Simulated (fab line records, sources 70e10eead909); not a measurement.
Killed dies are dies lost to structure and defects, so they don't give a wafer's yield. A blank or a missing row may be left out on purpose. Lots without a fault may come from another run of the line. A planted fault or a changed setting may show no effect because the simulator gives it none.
fab line records | flow nand_harc
record lots=13 wafers=39 last_day=33
route steps=1302 shown P_M1@306 THIN_TSV@1263 END@1302
lots that met no fault: from a run of the same line without faults
start_h: hours from the record's first day to the start of the lot's first wafer shown | wait_h: hours since the lot's step before | " the same as in the row above | L1.1+2: a row that stands for several wafers | - no value, or no start given | * or withheld: withheld | < > ~ a bound
route shown NAME@n: a module of which the file shows steps, and the number in the route of the first | usual: mean/standard deviation of fault-free wafers | same: alike in all rows | chamber/n: place in a boat | sites: the reading at each site | _std_site: their standard deviation | _edge_site: outer sites' mean less inner sites' | radius_mm: how far each site lies from the wafer's centre | mask NAME#n: copy n | behind: the tool/chamber that last shaped the wafer | hold: why the lot was held/for how many hours/how that ended | device: the transistor (n, p or np) that didn't switch | end of line: the same wafers' tests at the end of the route | a step without rows: its recipe alone | killed: dies lost to structure and defects at the first sort, not the wafer's yield | map: a wafer's dies, x killed, . not, _ none there
set.NAME: the setting as run; set.NAME@STEP: as run at that earlier step | model.NAME: the simulator's own value behind a step, which no gauge read
steps of the route over a sample of lots; a table a step, a row a wafer
services: from which hour (start_h, from the record's first day; less than 0 if before it) a tool's chamber was out of use, for how many hours, and why
## steps
# step NHARC_P_M1_PRE_CLEAN_30
# recipe time_s=30 temp_c=280 gas=H2/He
# usual heater_power_w=397/39
# columns lot.wafer tool chamber start_h wait_h heater_power_w
L487.2 pvd_sputter-02 - 130.98 - 356
L487.1 " - " " 370
L487.5 " - " " 457
L488.4 pvd_sputter-03 - 133.30 - 388
L488.1 " - " " 368
L488.6 " - " " 427
L489.4 pvd_sputter-02 - 147.09 - 454
L489.2 " - " " 418
L489.3 " - " " 361
L493.2 pvd_sputter-02 - 198.45 - 350
L493.4 " - " " 444
L493.1 " - " " 416
L498.1 pvd_sputter-03 - 242.22 - 410
L498.2 " - " " 384
L498.5 " - " " 387
L501.3 pvd_sputter-01 - 263.53 - 360
L501.6 " - " " 425
L501.5 " - " " 415
L502.4 pvd_sputter-01 - 284.98 - 429
L502.2 " - " " 409
L502.5 " - " " 356
L503.2 pvd_sputter-01 - 291.36 - 307
L503.5 " - " " 434
L503.6 " - " " 421
L505.1 pvd_sputter-02 - 302.00 - 400
L505.4 " - " " 455
L505.6 " - " " 368
L506.4 pvd_sputter-01 - 314.61 - 434
L506.5 " - " " 307
L506.6 " - " " 444
L508.4 pvd_sputter-03 - 330.48 - 392
L508.3 " - " " 364
L508.5 " - " " 380
L509.4 pvd_sputter-02 - 340.95 - 378
L509.1 " - " " 360
L509.6 " - " " 411
L510.3 pvd_sputter-02 - 353.61 - 444
L510.4 " - " " 375
L510.6 " - " " 462
# step NHARC_THIN_TSV_ETCH_15
# recipe target_depth_a=30000 bosch_target_overetch_cycles=2 bosch_etch_step_s=2.8 bosch_dep_step_s=1.2 bosch_cycles=14
# usual drypump_motor_current_A=5.8/0.49
# columns lot.wafer tool chamber start_h wait_h drypump_motor_current_A rf_hours_counter_h
L488.1 rie_si-04 1 559.73 - 6.0 0.2
L488.4 " 2 " " 6.3 0.2
L488.6 " 1 " " 5.9 -
L487.1 rie_si-06 3 560.82 - 5.4 0.8
L487.2 " 1 " " 5.6 0.8
L487.5 " 2 " " 6.1 -
L489.2 rie_si-06 1 573.75 - 5.5 0.8
L489.3 " 2 " " 6.1 0.8
L489.4 " 3 " " 5.5 0.9
L493.2 rie_si-02 1 620.15 - 6.6 1.1
L493.1 " 3 " " 6.5 0.9
L493.4 " 0 " " 6.1 1.2
L498.2 rie_si-02 0 677.42 - 6.1 0.2
L498.1 " 1 " " 6.6 0.2
L498.5 " 1 " " 6.6 -
L501.3 rie_si-02 0 691.26 - 6.2 0.3
L501.6 " 1 " " 6.6 -
L501.5 " 2 " " 5.3 -
L502.2 rie_si-02 1 697.58 - 6.6 0.3
L502.4 " 2 " " 5.3 0.4
L502.5 " 1 " " 6.6 -
L503.2 rie_si-06 1 720.35 - 5.5 0.7
L503.5 " 0 " " 5.4 -
L503.6 " 1 " " 5.5 -
L505.1 rie_si-04 3 721.56 - 5.2 0.1
L505.4 " 0 " " 5.1 0.1
L505.6 " 2 " " 6.3 -
L508.4 rie_si-04 0 756.35 - 5.0 0.3
L508.3 " 1 " " 6.0 0.3
L508.5 " 0 " " 5.0 -
L506.4 rie_si-02 2 758.89 - 5.3 0.9
L506.6 " 1 " " 6.6 -
L506.5 " 2 " " 5.2 -
L509.1 rie_si-04 2 770.19 - 6.3 0.4
L509.4 " 3 " " 5.2 0.4
L509.6 " 2 " " 6.3 -
L510.4 rie_si-06 1 771.26 - 5.5 1.0
L510.3 " 2 " " 6.1 1.0
L510.6 " 1 " " 5.6 -
# step NHARC_THIN_TSV_CMP_21
# recipe t_overpolish_s=30 target_thk_nm=2000
# usual motor_current_A=12.2/1.1 overpolish_run_s=30.001/0.01 retaining_ring_pressure_frac=1.000/0.0047
# same t_overpolish_s=30
# columns lot.wafer tool chamber start_h wait_h motor_current_A overpolish_run_s retaining_ring_pressure_frac
L488.4 cmp-01 1 563.23 - 12.9 30.018 1.010
L488.1 " 3 " " 13.9 29.996 0.995
L488.6 " 1 " " 13.4 30.006 1.003
L487.2 cmp-04 0 564.34 - 12.4 30.000 1.003
L487.1 " 1 " " 13.0 30.013 1.004
L487.5 " 3 " " 10.5 29.992 0.996
L489.2 cmp-01 1 577.31 - 13.5 29.988 0.987
L489.3 " 2 " " 10.7 29.999 1.005
L489.4 " 3 " " 12.9 30.007 1.002
L493.2 cmp-02 2 623.88 - 11.1 30.005 1.000
L493.4 " 0 " " 12.9 30.000 1.002
L493.1 " 1 " " 11.2 29.978 0.991
L498.1 cmp-02 1 680.97 - 10.2 29.999 0.992
L498.2 " 3 " " 11.2 29.993 0.999
L498.5 " 1 " " 10.6 30.003 0.999
L501.3 cmp-01 2 694.74 - 10.9 29.984 1.000
L501.5 " 1 " " 12.8 29.992 1.001
L501.6 " 2 " " 11.2 29.992 1.004
L502.2 cmp-01 3 701.07 - 13.7 30.009 1.002
L502.4 " 2 " " 10.8 30.009 1.008
L502.5 " 0 " " 12.1 30.018 0.994
L503.2 cmp-01 3 723.93 - 13.0 30.006 1.002
L503.5 " 0 " " 12.7 30.011 1.000
L503.6 " 1 " " 13.5 29.990 0.994
L505.1 cmp-01 1 725.08 - 13.2 29.994 0.997
L505.4 " 2 " " 11.5 30.014 0.997
L505.6 " 0 " " 13.0 30.003 1.006
L508.3 cmp-01 0 759.90 - 12.8 29.990 1.003
L508.4 " 3 " " 13.8 29.994 1.003
L508.5 " 1 " " 13.1 29.993 1.001
L506.4 cmp-04 1 762.50 - 13.3 30.010 0.996
L506.5 " 0 " " 12.3 30.005 1.004
L506.6 " 1 " " 12.8 30.007 1.003
L509.4 cmp-02 3 773.74 - 11.1 30.007 1.002
L509.1 " 0 " " 12.6 30.015 0.998
L509.6 " 3 " " 11.3 30.009 0.999
L510.4 cmp-01 3 774.76 - 13.4 29.999 1.001
L510.3 " 0 " " 12.5 29.996 1.003
L510.6 " 3 " " 13.4 29.993 0.997
# step NHARC_THIN_TSV_STRIP_56
# recipe power_w=1500 temp_c=250 chemistry=O2
# usual drypump_motor_current_A=5.4/0.45 heater_power_w=347/9.9
# columns lot.wafer tool chamber start_h wait_h drypump_motor_current_A heater_power_w rf_hours_counter_h
L488.1 plasma_asher-01 0 565.46 0.1 4.7 349 7
L488.4 " 1 " " 5.2 357 -
L488.6 " 0 " " 4.7 352 -
L487.1 plasma_asher-02 1 566.42 0.1 5.8 342 28
L487.2 " 0 " " 5.7 320 28
L487.5 " 1 " " 5.8 341 -
L489.2 plasma_asher-02 1 579.53 0.1 5.8 344 31
L489.3 " 1 " " 5.8 334 -
L489.4 " 0 " " 5.7 321 -
L493.1 plasma_asher-02 0 626.14 0.1 5.7 340 3
L493.2 " 1 " " 5.8 357 3
L493.4 " 1 " " 5.9 358 -
L498.1 plasma_asher-02 1 683.18 0.1 5.9 355 15
L498.2 " 0 " " 5.7 353 15
L498.5 " 1 " " 5.9 351 -
L501.3 plasma_asher-02 0 696.96 0.2 5.7 346 -
L501.5 " 0 " " 5.7 350 -
L501.6 " 1 " " 5.9 359 -
L502.2 plasma_asher-02 1 703.36 0.1 5.8 359 21
L502.4 " 0 " " 5.7 347 -
L502.5 " 1 " " 5.9 362 -
L503.2 plasma_asher-02 1 725.96 0.1 5.9 356 25
L503.5 " 1 " " 5.9 356 -
L503.6 " 0 " " 5.7 339 -
L505.1 plasma_asher-01 1 727.22 0.1 5.2 338 3
L505.4 " 0 " " 4.7 351 -
L505.6 " 0 " " 4.7 344 -
L508.4 plasma_asher-01 1 762.25 0.2 5.2 336 -
L508.3 " 0 " " 4.7 342 -
L508.5 " 0 " " 4.7 352 -
L506.4 plasma_asher-02 1 765.06 0.2 5.9 353 -
L506.5 " 0 " " 5.7 352 -
L506.6 " 1 " " 5.8 353 -
L509.1 plasma_asher-02 1 776.02 0.1 5.8 358 37
L509.4 " 1 " " 5.8 359 -
L509.6 " 1 " " 5.9 355 -
L510.4 plasma_asher-01 1 777.39 0.2 5.2 328 -
L510.3 " 0 " " 4.7 340 -
L510.6 " 0 " " 4.7 341 -
# step NHARC_END_SORT_01
# recipe temp_c=25
# usual defect_limited_yield=90.9/2.8 killed_at_array=57/20 killed_at_other=1.3/1.4 killed_at_periphery=3.4/2.4 killed_dies=61/19 killed_open=2.9/1.8 killed_short=2.5/1.6
# same gross_dies=677
# columns lot.wafer tool chamber start_h wait_h defect_limited_yield[%] killed_at_array killed_at_other killed_at_periphery killed_dies killed_open killed_short
L498.1 prober-02 0 690.71 2.5 81.4 27 2 97 126 9 3
L498.2 prober-02 0 691.51 2.8 95.7 18 3 8 29 4 2
L498.5 prober-02 0 693.91 3.7 94.7 26 4 6 36 4 5
L502.2 prober-02 0 712.65 2.8 91.3 55 1 3 59 4 1
L502.4 prober-02 0 714.26 3.4 90.5 63 0 1 64 0 2
L502.5 prober-02 0 715.06 3.7 92.0 52 0 2 54 3 4
L503.2 prober-02 0 735.27 2.8 88.8 75 1 0 76 0 2
L503.5 prober-02 0 737.67 3.7 88.2 75 0 5 80 7 9
L503.6 prober-02 0 738.47 4.0 87.3 82 1 3 86 3 5
# killed by level:class
L498.1 P_M1:unspecified=91 A_CONTACT:chamber_film_flake=8 A_M0:geometric_particle:open=4 A_CHANNEL_HOLE_D1:chamber_film_flake=4 P_GATE:chamber_film_flake=3 A_M1:geometric_particle:open=2 P_M2:chamber_film_flake=2 THIN_TSV:chamber_film_flake=2
L498.2 A_CONTACT:chamber_film_flake=7 A_CHANNEL_HOLE_D1:chamber_film_flake=4 P_GATE:chamber_film_flake=3 P_M2:chamber_film_flake=2 THIN_TSV:chamber_film_flake=2 P_CONTACT:geometric_particle:open=1 P_M0:geometric_particle:open=1 P_ZERO_WELL:chamber_film_flake=1
L498.5 A_CHANNEL_HOLE_D1:chamber_film_flake=7 THIN_TSV:chamber_film_flake=4 P_M2:chamber_film_flake=3 A_CONTACT:chamber_film_flake=3 A_ONON_D1:geometric_particle:open=2 A_M0:geometric_particle:short=2 P_GATE:chamber_film_flake=2 A_CHANNEL_HOLE_D2:chamber_film_flake=2
L502.2 A_SLIT:chamber_film_flake=35 A_CHANNEL_HOLE_D1:chamber_film_flake=8 A_CONTACT:chamber_film_flake=4 A_WL_FILL:chamber_film_flake=3 P_CONTACT:geometric_particle:open=1 A_DECK1_JOINT:geometric_particle:open=1 A_DECK1_JOINT:geometric_particle:short=1 A_WL_FILL:geometric_particle:open=1
L502.4 A_SLIT:chamber_film_flake=33 A_CONTACT:chamber_film_flake=11 A_SGD_CUT:chamber_film_flake=7 A_STAIRCASE:chamber_film_flake=4 A_DECK1_JOINT:chamber_film_flake=2 A_CHANNEL_HOLE_D1:chamber_film_flake=2 A_SOURCE_PLATE:geometric_particle:short=1 A_WL_FILL:geometric_particle:short=1
L502.5 A_SLIT:chamber_film_flake=25 A_CHANNEL_HOLE_D1:chamber_film_flake=5 A_STAIRCASE:chamber_film_flake=4 A_CONTACT:chamber_film_flake=4 A_SGD_CUT:chamber_film_flake=3 A_CHANNEL_FILL_D2:geometric_particle:short=2 P_BONDPAD:chamber_film_flake=2 A_DECK1_JOINT:chamber_film_flake=2
L503.2 A_SLIT:chamber_film_flake=33 A_CHANNEL_HOLE_D2:chamber_film_flake=18 A_CHANNEL_HOLE_D1:chamber_film_flake=12 A_BLC:chamber_film_flake=6 A_DECK1_JOINT:chamber_film_flake=2 A_CHANNEL_HOLE_D1:geometric_particle:short=1 A_M1:geometric_particle:short=1 A_STAIRCASE:chamber_film_flake=1
L503.5 A_SLIT:chamber_film_flake=29 A_CHANNEL_HOLE_D2:chamber_film_flake=15 A_CHANNEL_HOLE_D1:chamber_film_flake=11 A_CHANNEL_FILL_D1:geometric_particle:short=5 P_CONTACT:geometric_particle:open=2 A_CHANNEL_FILL_D1:geometric_particle:open=2 A_WL_FILL:geometric_particle:short=2 P_ZERO_WELL:chamber_film_flake=2
L503.6 A_SLIT:chamber_film_flake=29 A_CHANNEL_HOLE_D2:chamber_film_flake=24 A_CHANNEL_HOLE_D1:chamber_film_flake=7 A_DECK1_JOINT:chamber_film_flake=4 A_BLC:chamber_film_flake=4 A_SGD_CUT:chamber_film_flake=3 A_CONTACT:chamber_film_flake=3 P_STI:geometric_particle:short=1
## services
# columns tool chamber start_h hours kind
cmp-01 - 112.68 9.3 repair
cmp-01 - 124.90 1.0 repair
cmp-01 - 185.61 4.0 pm
plasma_asher-02 - 249.00 9.0 pm
cmp-01 - 259.08 37.0 repair
pvd_sputter-02 - 282.00 10.0 pm
cmp-01 - 335.77 2.6 repair
cmp-01 - 348.79 0.3 repair
cmp-01 - 394.08 4.0 pm
plasma_asher-02 - 426.00 9.0 pm
cmp-01 - 447.86 3.7 repair
pvd_sputter-02 - 460.00 10.0 pm
cmp-01 - 460.94 0.7 repair
cmp-01 - 468.05 0.8 repair
cmp-01 - 492.08 4.0 pm
cmp-01 - 558.87 1.4 repair
cmp-01 - 564.31 5.2 repair
cmp-01 - 584.33 1.9 repair
cmp-01 - 590.08 4.0 pm
cmp-01 - 599.78 0.9 repair
plasma_asher-02 - 603.00 9.0 pm
pvd_sputter-02 - 638.00 10.0 pm
cmp-01 - 688.08 4.0 pm
plasma_asher-02 - 705.77 1.0 repair
## key
first_sign step=NHARC_END_SORT_01 reading=killed_at_periphery direction=up sigmas=39 usual=3.4 struck=97
effect step=NHARC_END_SORT_01 reading=defect_limited_yield direction=down sigmas=3.4 usual=90.9 struck=81.4
more_kills_born_at NHARC_P_M1_PRE_CLEAN_30@pvd_sputter-03=91
met_at NHARC_P_M1_PRE_CLEAN_30
struck_lots L498
struck_wafers L498.1
not_acting_at NHARC_THIN_TSV_ETCH_15,NHARC_THIN_TSV_CMP_21,NHARC_THIN_TSV_STRIP_56
onset_between 133.30 242.22
fault kind=chamber_particle_source tool=pvd_sputter-03 chamber=- onset_h=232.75 steps=NHARC_P_M1_PRE_CLEAN_30 rate_per_visit_cm2=0.96282 end_h=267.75 scope=struck_wafers_only
